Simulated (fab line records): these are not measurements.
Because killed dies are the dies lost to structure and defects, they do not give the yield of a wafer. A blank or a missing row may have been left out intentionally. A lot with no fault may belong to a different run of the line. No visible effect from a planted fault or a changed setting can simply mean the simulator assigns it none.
Chamber matching | flow n5Finfet | uvCure-01 running N5_BEOL_M10_CURE_71: 3 sister chambers
The step cures SiCOH lowk, time 240 s. 3 wafers are shown with their chamber, then 12 later ones without.

== EACH WAFER AND ITS CHAMBER ==
wafer  | chamber | wafer_temp_C_max
L076.5 | 0       | 386.0
L079.6 | 1       | 386.8
L090.6 | 2       | 387.0

== WAFERS WITHOUT THEIR CHAMBER ==
wafer  | wafer_temp_C_max
L090.2 | 387.1
L090.3 | 387.0
L090.4 | 387.2
L092.1 | 388.5
L092.2 | 387.2
L092.5 | 387.3
L095.1 | 387.1
L095.4 | 386.8
L095.5 | 387.0
L097.1 | 387.1
L097.3 | 386.7
L097.5 | 387.5

== THE CHAMBER EACH PASSED THROUGH ==
wafer  | from the rows above          | in truth
L090.2 | can't be placed: 2 or 1      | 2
L090.3 | can't be placed: 2 or 1      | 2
L090.4 | can't be placed: 2 or 1      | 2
L092.1 | can't be placed: 2 or 1      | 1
L092.2 | can't be placed: 2 or 1      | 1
L092.5 | can't be placed: 2 or 1      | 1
L095.1 | can't be placed: 2 or 1      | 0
L095.4 | can't be placed: 1 or 2 or 0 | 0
L095.5 | can't be placed: 2 or 1      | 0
L097.1 | can't be placed: 2 or 1      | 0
L097.3 | can't be placed: 1 or 2 or 0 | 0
L097.5 | can't be placed: 2 or 1      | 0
0 of 12 placed correctly. From these rows, 12 cannot be placed; in 8 the true chamber is one of the candidates. 0 placed wrongly.
How it was worked out, from the rows above alone: a wafer's distance from a chamber is the root of the sum, over the readings, of the square of ((its reading less the chamber's mean) divided by the reading's scatter). If the next closest chamber is less than 2 further off than the closest, the wafer can't be placed; otherwise it belongs to the closest. The mean given for a chamber averages the wafers shown for that chamber. The scatter (one wafer shown for each chamber): square how far every hidden wafer sits from the nearest shown wafer, average those squares and take the square root.
